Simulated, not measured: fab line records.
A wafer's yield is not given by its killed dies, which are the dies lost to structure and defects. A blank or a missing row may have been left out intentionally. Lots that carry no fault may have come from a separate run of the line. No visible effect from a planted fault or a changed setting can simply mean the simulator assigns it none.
fab line records	flow nandHarc	part 1 of 2: steps 1 to 22 of 31
record: lots: 5	wafers: 15	lastDay: 32
route steps=1302 shown A_SLIT@926 A_SIN_REMOVE@947 A_WL_FILL@952
lots that met no fault: taken from a fault-free run of the same line
startH: hours from the record's opening day to when the first of the lot's shown wafers began	waitH: hours from the lot's prior step to this one	" repeats the value in the row above	L1.1+2: a single row standing in for several wafers	- value missing, or start not given	* or withheld: withheld	< > ~ a bound
route shown NAME@n: NAME is a module with steps in the file, n the number in the route of the first one	usual: the fault-free wafers' mean and standard deviation	same: alike in all rows	chamber/n: place in a boat	sites: the reading at each site	_std_site: standard deviation across them	_edge_site: inner sites' mean taken away from outer sites' mean	radiusMm: for every site, how far away it sits from the centre of the wafer	mask NAME#n: copy n	behind: tool/chamber where the wafer was last shaped	hold: why the lot went on hold/how many hours it stayed there/how the hold came to an end	device: the transistor (n, p or np) that didn't switch	end of line: the route-end tests of the same wafers	a step without rows: its recipe alone	killed: dies lost to structure and defects at the first sort, not the wafer's yield	map: per-die view of a wafer (x killed, . not killed, _ where there is no die)
set.NAME: the setting the step ran with; set.NAME@STEP: the setting that earlier step ran with	model.NAME: the simulator's own value behind a step, which no gauge read
lots at selected steps of the route; one table per step, one row per wafer
services: the hour from which a tool's chamber was out of use, counted from the record's first day as startH (under 0 if before that day), plus the number of hours and why
== steps ==
step: NHARC_A_SLIT_HMDS_02
recipe: timeS: 30
lot.wafer	tool	chamber	startH	waitH
L074.1+2+4	lithoTrack-01	0	-	-
L077.1+3+4	lithoTrack-06	0	-	-
L089.3+4+6	lithoTrack-06	0	-	-
L093.1+4+6	lithoTrack-06	0	-	-
L095.2+3+6	lithoTrack-01	0	-	-
step: NHARC_A_SLIT_COAT_03
recipe: spinRpm: 1500	resistThkNm: 90
usual: spinSpeedRpm: 1499.9/1.2
lot.wafer	tool	chamber	startH	waitH	spinSpeedRpm
L074.1	lithoTrack-01	0	-	-	1499.4
L074.2	"	0	"	"	1498.1
L074.4	"	0	"	"	1499.2
L077.1	lithoTrack-06	0	-	-	1499.5
L077.3	"	0	"	"	1499.2
L077.4	"	0	"	"	1500.7
L089.3	lithoTrack-06	0	-	-	1498.8
L089.4	"	0	"	"	1500.6
L089.6	"	0	"	"	1500.9
L093.1	lithoTrack-06	0	-	-	1498.0
L093.4	"	0	"	"	1498.4
L093.6	"	0	"	"	1497.9
L095.2	lithoTrack-01	0	-	-	1501.1
L095.3	"	0	"	"	1500.4
L095.6	"	0	"	"	1498.2
step: NHARC_A_SLIT_SOFTBAKE_04
recipe: tempC: 105	timeS: 55
lot.wafer	tool	chamber	startH	waitH
L074.1+2+4	lithoTrack-01	0	-	-
L077.1+3+4	lithoTrack-06	0	-	-
L089.3+4+6	lithoTrack-06	0	-	-
L093.1+4+6	lithoTrack-06	0	-	-
L095.2+3+6	lithoTrack-01	0	-	-
step: NHARC_A_SLIT_EBR_05
lot.wafer	tool	chamber	startH	waitH
L074.1+2+4	lithoTrack-01	0	-	-
L077.1+3+4	lithoTrack-06	0	-	-
L089.3+4+6	lithoTrack-06	0	-	-
L093.1+4+6	lithoTrack-06	0	-	-
L095.2+3+6	lithoTrack-01	0	-	-
step: NHARC_A_SLIT_EXPOSE_06
recipe: na: 1.35	doseMj: 60.82	maskId: SLIT
lot.wafer	tool	chamber	startH	waitH	mask
L074.1+2+4	arfiScanner-01	0	446.36	-	SLIT#0
L077.1+3+4	arfiScanner-02	0	473.07	-	SLIT#0
L089.3+4+6	arfiScanner-02	0	593.19	-	SLIT#0
L093.1+4+6	arfiScanner-03	0	619.84	-	SLIT#0
L095.2+3+6	arfiScanner-01	0	653.62	-	SLIT#0
step: NHARC_A_SLIT_PEB_07
recipe: pebTempC: 100	pebTimeS: 65
lot.wafer	tool	chamber	startH	waitH
L074.1+2+4	lithoTrack-06	0	446.42	0.1
L077.1+3+4	lithoTrack-06	0	473.13	0.1
L089.3+4+6	lithoTrack-06	0	593.25	0.0
L093.1+4+6	lithoTrack-01	0	619.90	0.1
L095.2+3+6	lithoTrack-06	0	653.68	0.1
step: NHARC_A_SLIT_DEVELOP_08
recipe: developTimeS: 35	devTempC: 23
lot.wafer	tool	chamber	startH	waitH
L074.1+2+4	lithoTrack-06	0	-	-
L077.1+3+4	lithoTrack-06	0	-	-
L089.3+4+6	lithoTrack-06	0	-	-
L093.1+4+6	lithoTrack-01	0	-	-
L095.2+3+6	lithoTrack-06	0	-	-
step: NHARC_A_SLIT_CD_MEAS_09
recipe: targetCdNm: 300	landingEnergyEv: 500
usual: cdNm: 300.0/0.43
lot.wafer	tool	chamber	startH	waitH	cdNm
L074.1	cdSem-03	0	446.50	-	299.8
L074.2	"	0	"	"	299.8
L074.4	"	0	"	"	299.7
L077.1	cdSem-02	0	473.21	-	300.4
L077.3	"	0	"	"	299.8
L077.4	"	0	"	"	300.3
L089.3	cdSem-03	0	593.33	-	299.6
L089.4	"	0	"	"	299.8
L089.6	"	0	"	"	300.1
L093.1	cdSem-02	0	619.98	-	299.4
L093.4	"	0	"	"	299.2
L093.6	"	0	"	"	299.2
L095.2	cdSem-02	0	653.76	-	300.2
L095.3	"	0	"	"	300.1
L095.6	"	0	"	"	300.0
step: NHARC_A_SLIT_OVL_MEAS_10
usual: overlayXNm: -0.1/0.86	overlayYNm: -0.1/0.98
lot.wafer	tool	chamber	startH	waitH	overlayXNm	overlayYNm
L074.1	overlay-01	-	446.59	-	-1.5	-1.7
L074.2	"	-	"	"	-1.5	-1.5
L074.4	"	-	"	"	-1.7	-1.4
L077.1	overlay-01	-	473.30	-	0.2	0.2
L077.3	"	-	"	"	0.0	1.1
L077.4	"	-	"	"	0.3	0.9
L089.3	overlay-01	-	593.41	-	0.3	-2.6
L089.4	"	-	"	"	-0.2	-1.7
L089.6	"	-	"	"	0.1	-1.7
L093.1	overlay-01	-	620.06	-	0.2	1.4
L093.4	"	-	"	"	-0.2	1.6
L093.6	"	-	"	"	-0.3	1.4
L095.2	overlay-02	-	653.84	-	-0.8	-0.6
L095.3	"	-	"	"	-0.4	-0.6
L095.6	"	-	"	"	-0.5	-0.5
step: NHARC_A_SLIT_INSPECT_11
usual: rawDefectCount: 56/31
lot.wafer	tool	chamber	startH	waitH	rawDefectCount
L074.1	defectInspect-02	-	446.63	0.0	93
L074.2	"	-	"	"	110
L074.4	"	-	"	"	108
L077.1	defectInspect-02	-	473.33	0.0	119
L077.3	"	-	"	"	111
L077.4	"	-	"	"	118
L089.3	defectInspect-02	-	593.45	0.0	19
L089.4	"	-	"	"	24
L089.6	"	-	"	"	29
L093.1	defectInspect-02	-	620.10	0.0	58
L093.4	"	-	"	"	66
L093.6	"	-	"	"	59
L095.2	defectInspect-01	-	653.88	0.0	32
L095.3	"	-	"	"	27
L095.6	"	-	"	"	33
step: NHARC_A_SLIT_DESCUM_14
recipe: timeS: 3	o2FlowSccm: 200	arFlowSccm: 0	biasPowerW: 0	chemistry: O2
usual: drypumpMotorCurrentA: 5.6/0.47	oesProductAu: 1.003/0.0089	rfVppV: 57.6/0.99	showerheadPlenumPTorr: 1.87/0.074	throttleValvePct: 11.311/0.0096
lot.wafer	tool	chamber	startH	waitH	drypumpMotorCurrentA	oesProductAu	rfHoursCounterH	rfVppV	showerheadPlenumPTorr	throttleValvePct
L074.1	rieDiel-06	3	446.69	0.1	5.5	1.009	7.0	56.5	1.78	11.307
L074.4	"	1	"	"	6.4	0.991	6.7	57.4	1.81	11.296
L074.2	"	2	"	"	5.0	1.009	7.0	56.5	1.95	11.327
L077.1	rieDiel-08	3	473.40	0.1	6.2	1.015	4.3	58.2	1.89	11.321
L077.3	"	0	"	"	5.4	1.003	4.4	57.5	1.95	11.307
L077.4	"	2	"	"	6.0	1.006	-	56.8	1.80	11.318
L089.4	rieDiel-08	0	593.51	0.1	5.4	0.990	1.6	58.3	1.95	11.312
L089.3	"	1	"	"	5.4	0.997	1.5	57.8	2.00	11.310
L089.6	"	1	"	"	5.4	1.002	-	59.1	2.00	11.321
L093.1	rieDiel-08	1	620.18	0.1	5.4	1.008	2.8	56.8	2.00	11.305
L093.4	"	1	"	"	5.4	1.011	-	59.2	2.00	11.312
L093.6	"	1	"	"	5.4	1.014	-	58.4	2.00	11.309
L095.3	rieDiel-08	3	653.95	0.1	6.2	1.015	5.7	57.8	1.88	11.311
L095.2	"	1	"	"	5.4	1.017	5.4	56.1	2.00	11.336
L095.6	"	3	"	"	6.2	1.011	-	56.9	1.89	11.316
step: NHARC_A_SLIT_ETCH_24
recipe: targetDepthA: 1210	timeS: 60.5	cf4FlowSccm: 100	chf3FlowSccm: 30	arFlowSccm: 0	rfW: 500	biasW: 200	chemistry: CF4/CHF3
usual: drypumpMotorCurrentA: 5.6/0.47	oesProductAu: 0.962/0.018	rfFwdPowerW: 495.5/2.2	rfVppV: 369.4/2.2	showerheadPlenumPTorr: 1.54/0.058	throttleValvePct: 16.803/0.0094
lot.wafer	tool	chamber	startH	waitH	drypumpMotorCurrentA	oesProductAu	rfFwdPowerW	rfHoursCounterH	rfVppV	showerheadPlenumPTorr	throttleValvePct
L074.4	rieDiel-06	0	446.78	0.1	5.4	0.954	491.7	6.7	368.6	1.49	16.796
L074.1	"	1	"	"	6.4	0.956	499.0	6.7	368.0	1.49	16.818
L074.2	"	2	"	"	5.0	0.967	490.7	7.0	370.6	1.60	16.804
L077.3	rieDiel-08	0	473.51	0.1	5.4	0.950	494.6	4.4	371.1	1.60	16.819
L077.1	"	2	"	"	6.0	0.955	497.4	4.7	368.1	1.48	16.793
L077.4	"	2	"	"	6.0	0.966	498.1	-	367.8	1.48	16.804
L089.4	rieDiel-08	0	593.60	0.1	5.4	0.961	496.4	1.6	370.2	1.60	16.788
L089.3	"	2	"	"	6.0	0.987	495.1	1.8	366.8	1.48	16.801
L089.6	"	0	"	"	5.4	0.960	495.2	-	372.3	1.60	16.809
L093.1	rieDiel-08	3	620.31	0.1	6.2	0.959	492.7	3.5	369.4	1.55	16.803
L093.4	"	1	"	"	5.4	0.960	496.7	-	373.4	1.64	16.809
L093.6	"	3	"	"	6.2	0.960	493.6	-	369.5	1.55	16.784
L095.3	rieDiel-08	2	654.03	0.1	6.0	0.926	496.6	3.6	367.1	1.48	16.795
L095.2	"	3	"	"	6.1	0.924	493.9	5.8	369.3	1.55	16.805
L095.6	"	2	"	"	6.0	0.942	495.6	-	367.6	1.48	16.805
step: NHARC_A_SLIT_ETCH_15
recipe: targetDepthA: 62000	overEtchFrac: 0.3	timeS: 1612	ionEnergyEv: 150	o2FlowSccm: 400	cosFlowSccm: 20	arFlowSccm: 0	rfW: 500	biasW: 300	chemistry: O2/COS
usual: drypumpMotorCurrentA: 5.6/0.47	oesProductAu: 1.004/0.0081	rfFwdPowerW: 499.8/1.7	rfVppV: 313.1/1.8	showerheadPlenumPTorr: 3.05/0.11	throttleValvePct: 28.329/0.0091
lot.wafer	tool	chamber	startH	waitH	drypumpMotorCurrentA	oesProductAu	rfFwdPowerW	rfHoursCounterH	rfVppV	showerheadPlenumPTorr	throttleValvePct
L074.2	rieDiel-06	3	-	-	5.5	0.999	498.7	7.3	311.9	2.92	28.332
L074.1	"	0	"	"	5.5	0.996	499.0	7.0	312.2	2.95	28.329
L074.4	"	2	"	"	5.0	0.995	499.7	7.2	314.2	3.18	28.341
L077.3	rieDiel-08	2	-	-	6.0	1.002	498.8	4.9	311.8	2.94	28.341
L077.1	"	3	"	"	6.2	1.000	499.0	4.6	313.3	3.09	28.334
L077.4	"	3	"	"	6.2	1.004	498.2	-	313.9	3.08	28.315
L089.3	rieDiel-08	3	-	-	6.2	1.020	496.4	2.2	313.0	3.08	28.326
L089.4	"	1	"	"	5.4	1.014	504.7	1.7	315.9	3.25	28.332
L089.6	"	3	"	"	6.2	1.020	498.6	-	314.1	3.08	28.334
L093.1	rieDiel-08	1	620.65	0.3	5.4	1.016	499.3	3.0	315.9	3.25	28.326
L093.4	"	1	"	"	5.4	1.023	498.7	-	317.6	3.25	28.314
L093.6	"	3	"	"	6.2	1.018	500.9	-	313.5	3.08	28.329
L095.2	rieDiel-08	3	-	-	6.2	1.012	498.6	6.0	314.3	3.08	28.298
L095.3	"	1	"	"	5.4	1.015	498.7	5.6	315.9	3.25	28.323
L095.6	"	0	"	"	5.4	1.000	497.6	-	313.7	3.18	28.348
step: NHARC_A_SLIT_ETCH_17
recipe: biasV: 900	sourceW: withheld	pressureMtorr: 20	arFlowSccm: 375	c4f8FlowSccm: 83.3	o2FlowSccm: 41.7	timeS: 4254.5	targetDepthA: 2.03e+05	chemistry: C4F8/O2/Ar
usual: drypumpMotorCurrentA: 5.59/0.14	heBacksideLeakSccm: 6.1/0.79	showerheadPlenumPTorr: 3.58/0.085	throttleValvePct: 32.045/0.0087
lot.wafer	tool	chamber	startH	waitH	drypumpMotorCurrentA	heBacksideLeakSccm	rfHoursCounterH	showerheadPlenumPTorr	throttleValvePct
L074.1	harEtch-01	0	447.96	-	5.35	6.8	234	3.47	32.040
L074.2	"	1	"	"	5.62	6.4	234	3.66	32.042
L074.4	"	0	"	"	5.35	6.7	-	3.47	32.042
L077.1	harEtch-02	1	475.83	-	5.78	4.8	51	3.68	32.042
L077.3	"	0	"	"	5.58	5.7	-	3.63	32.036
L077.4	"	1	"	"	5.77	5.0	-	3.68	32.049
L089.4	harEtch-01	0	596.27	-	5.38	7.3	-	3.42	32.033
L089.3	"	1	"	"	5.63	6.6	-	3.62	32.044
L089.6	"	1	598.10	-	5.63	5.9	-	3.62	32.051
L093.1	harEtch-01	0	622.81	1.9	5.36	7.2	336	3.41	32.044
L093.4	"	1	"	"	5.62	5.9	-	3.61	32.053
L093.6	"	0	625.26	3.7	5.36	7.6	-	3.41	32.052
L095.2	harEtch-01	1	655.79	-	5.65	6.5	352	3.60	32.044
L095.3	"	0	"	"	5.38	7.7	-	3.41	32.043
L095.6	"	0	657.59	-	5.35	7.6	-	3.41	32.043
step: NHARC_A_SLIT_ETCH_26
recipe: biasV: 400	sourceW: 2000	pressureMtorr: 25	timeS: 90	arFlowSccm: 375	c4f8FlowSccm: 41.7	o2FlowSccm: 83.3	targetDepthA: 4000	chemistry: C4F8/O2/Ar
usual: drypumpMotorCurrentA: 5.60/0.14	heBacksideLeakSccm: 6.2/0.95	rfFwdPowerW: 1984/7.2	showerheadPlenumPTorr: 3.61/0.087	throttleValvePct: 27.618/0.0093
lot.wafer	tool	chamber	startH	waitH	drypumpMotorCurrentA	heBacksideLeakSccm	rfFwdPowerW	rfHoursCounterH	showerheadPlenumPTorr	throttleValvePct
L074.1	harEtch-01	0	451.53	3.0	5.40	6.5	1978	237	3.49	27.609
L074.2	"	1	"	"	5.64	6.4	1993	237	3.69	27.625
L074.4	"	0	"	"	5.39	6.6	1987	-	3.49	27.613
L077.1	harEtch-02	1	478.94	2.5	5.77	4.7	1990	54	3.71	27.604
L077.3	"	0	"	"	5.58	5.4	1982	-	3.66	27.631
L077.4	"	1	"	"	5.76	4.7	1990	-	3.71	27.622
L089.4	harEtch-01	0	598.78	1.9	5.38	7.1	1980	-	3.45	27.630
L089.3	"	1	"	"	5.61	6.7	1982	-	3.65	27.640
L089.6	"	1	"	"	5.63	6.8	1977	-	3.65	27.636
L093.1	harEtch-01	0	625.90	2.5	5.39	7.0	1986	339	3.44	27.609
L093.4	"	1	"	"	5.67	6.7	1988	-	3.64	27.624
L093.6	"	0	"	"	5.39	7.0	1979	-	3.44	27.631
L095.2	harEtch-01	1	658.82	2.4	5.64	7.0	1978	355	3.63	27.613
L095.3	"	0	"	"	5.39	6.9	1978	-	3.43	27.610
L095.6	"	0	"	"	5.39	7.3	1972	-	3.43	27.623
step: NHARC_A_SLIT_STRIP_28
recipe: o2FlowSccm: 400	cosFlowSccm: 20	arFlowSccm: 0	biasW: 0	chemistry: O2/COS
lot.wafer	tool	chamber	startH	waitH
L074.4+1+2	rieDiel-06	1,2,3	452.33	0.7
L077.4+1+3	rieDiel-13	1,2,0	479.71	0.7
L089.3+4+6	rieDiel-06	3,0,2	599.53	0.7
L093.1+4+6	rieDiel-08	1	626.69	0.8
L095.3+2+6	rieDiel-06	0,2,0	659.59	0.7
step: NHARC_A_SLIT_ETCH_29
recipe: targetDepthA: 1000	overetchA: 100	timeS: 55	ionEnergyEv: 100	cf4FlowSccm: 80	o2FlowSccm: 20	arFlowSccm: 0	rfW: 300	biasW: 100	chemistry: CF4/O2
usual: drypumpMotorCurrentA: 5.5/0.47	oesProductAu: 1.003/0.0083	rfFwdPowerW: 297.0/1.4	rfVppV: 197.1/1.3	showerheadPlenumPTorr: 1.30/0.051	throttleValvePct: 13.398/0.0094
lot.wafer	tool	chamber	startH	waitH	drypumpMotorCurrentA	oesProductAu	rfFwdPowerW	rfHoursCounterH	rfVppV	showerheadPlenumPTorr	throttleValvePct
L074.4	rieDiel-06	3	452.43	0.1	5.5	0.995	298.1	8	196.1	1.24	13.394
L074.1	"	0	"	"	5.5	0.990	294.2	8	196.9	1.26	13.392
L074.2	"	1	"	"	6.4	0.986	297.0	7	196.4	1.26	13.371
L077.3	rieDiel-13	2	479.80	0.1	5.0	0.997	297.4	9	197.3	1.34	13.393
L077.1	"	0	"	"	5.1	1.021	295.4	10	195.3	1.27	13.387
L077.4	"	1	"	"	5.2	1.025	297.2	10	198.1	1.28	13.377
L089.4	rieDiel-06	1	599.61	0.1	6.4	0.986	296.8	8	195.9	1.26	13.382
L089.3	"	2	"	"	5.0	0.993	294.1	7	198.6	1.36	13.398
L089.6	"	3	"	"	5.5	0.993	295.3	-	196.8	1.24	13.404
L093.1	rieDiel-08	1	627.31	0.6	5.4	1.010	299.2	4	198.0	1.39	13.402
L093.4	"	1	"	"	5.4	1.015	298.3	-	200.2	1.39	13.405
L093.6	"	1	"	"	5.4	1.008	299.0	-	199.6	1.39	13.397
L095.3	rieDiel-06	0	659.68	0.1	5.4	0.995	295.6	11	195.4	1.26	13.390
L095.2	"	2	"	"	5.0	1.003	294.5	11	197.9	1.36	13.400
L095.6	"	3	"	"	5.5	1.003	297.5	-	195.8	1.24	13.390
step: NHARC_A_SLIT_STRIP_18
recipe: o2FlowSccm: 500	arFlowSccm: 0	biasW: 0	chemistry: O2
usual: drypumpMotorCurrentA: 5.6/0.48	oesProductAu: 1.002/0.0089	rfVppV: 57.6/0.86	showerheadPlenumPTorr: 3.44/0.13	throttleValvePct: 17.035/0.0084
lot.wafer	tool	chamber	startH	waitH	drypumpMotorCurrentA	oesProductAu	rfHoursCounterH	rfVppV	showerheadPlenumPTorr	throttleValvePct
L074.2	rieDiel-06	0	-	-	5.4	1.000	8	56.1	3.33	17.046
L074.1	"	2	"	"	5.0	0.995	8	58.2	3.59	17.032
L074.4	"	3	"	"	5.5	0.990	8	58.6	3.30	17.036
L077.4	rieDiel-13	3	-	-	6.3	1.022	10	56.1	3.31	17.040
L077.3	"	0	"	"	5.0	1.003	10	57.6	3.37	17.044
L077.1	"	1	"	"	5.2	1.009	10	56.8	3.40	17.023
L089.4	rieDiel-06	0	-	-	5.5	0.997	7	57.4	3.33	17.023
L089.3	"	1	"	"	6.4	0.997	8	58.5	3.35	17.036
L089.6	"	2	"	"	5.0	1.003	-	58.1	3.59	17.052
L093.1	rieDiel-08	3	627.42	0.1	6.2	1.020	5	57.4	3.48	17.025
L093.4	"	1	"	"	5.4	1.019	-	59.0	3.67	17.033
L093.6	"	3	"	"	6.2	1.011	-	58.2	3.48	17.023
L095.3	rieDiel-06	0	-	-	5.5	0.990	11	58.0	3.33	17.035
L095.2	"	1	"	"	6.4	1.004	11	58.6	3.34	17.044
L095.6	"	0	"	"	5.5	0.999	-	56.8	3.33	17.044
step: NHARC_A_SLIT_PRECLEAN_19
recipe: timeS: *	tempC: 50	bathAgeMin: 0	chemistry: SC1
usual: nh4ohFlowMLMin: 28.29/0.094	sc1H2o2EndMolL: 0.3697/0.00066
lot.wafer	tool	chamber	startH	waitH	nh4ohFlowMLMin	sc1H2o2EndMolL
L074.4	wetBench-04	0	452.81	-	28.41	0.3703
L074.1	"	1	"	"	28.29	0.3700
L074.2	"	5	"	"	28.20	0.3710
L077.1	wetBench-04	2	480.19	-	28.37	0.3688
L077.4	"	5	"	"	28.27	0.3700
L077.3	"	7	"	"	28.25	0.3705
L089.6	wetBench-04	1	600.00	-	28.34	0.3702
L089.4	"	2	"	"	28.16	0.3701
L089.3	"	4	"	"	28.35	0.3698
L093.4	wetBench-03	2	627.89	0.3	28.41	0.3686
L093.1	"	6	"	"	28.17	0.3698
L093.6	"	7	"	"	28.52	0.3693
L095.2	wetBench-03	6	660.07	-	28.08	0.3692
L095.6	"	7	"	"	28.21	0.3692
L095.3	"	1	"	"	28.19	0.3699
step: NHARC_A_SLIT_SRD_20
lot.wafer	tool	chamber	startH	waitH
L074.4+1+2	wetBench-04	0,1,5	-	-
L077.1+4+3	wetBench-04	2,5,7	-	-
L089.6+4+3	wetBench-04	1,2,4	-	-
L093.4+1+6	wetBench-03	2,6,7	-	-
L095.2+6+3	wetBench-03	6,7,1	-	-
step: NHARC_A_SLIT_CD_MEAS_21
usual: cdNm: 289.6/0.78
lot.wafer	tool	chamber	startH	waitH	cdNm
L074.1	cdSem-03	-	452.96	-	288.5
L074.2	"	-	"	"	288.0
L074.4	"	-	"	"	288.9
L077.1	cdSem-03	-	480.34	-	290.3
L077.3	"	-	"	"	289.6
L077.4	"	-	"	"	289.1
L089.3	cdSem-02	-	600.14	-	289.7
L089.4	"	-	"	"	289.7
L089.6	"	-	"	"	289.7
L093.1	cdSem-03	-	628.02	-	291.0
L093.4	"	-	"	"	290.4
L093.6	"	-	"	"	290.3
L095.2	cdSem-02	-	660.20	-	289.8
L095.3	"	-	"	"	289.9
L095.6	"	-	"	"	289.7
step: NHARC_A_SIN_REMOVE_WET_00
recipe: tempC: 160	timeS: 15300	chemistry: H3PO4
lot.wafer	tool	chamber	startH	waitH
L074.1+2+4	wetH3po4-01	1	454.63	1.7
L077.1+3+4	wetH3po4-02	1	482.01	1.7
L089.3+4+6	wetH3po4-01	0	601.81	1.7
L093.1+4+6	wetH3po4-02	0	629.33	1.3
L095.2+3+6	wetH3po4-02	1	661.87	1.7
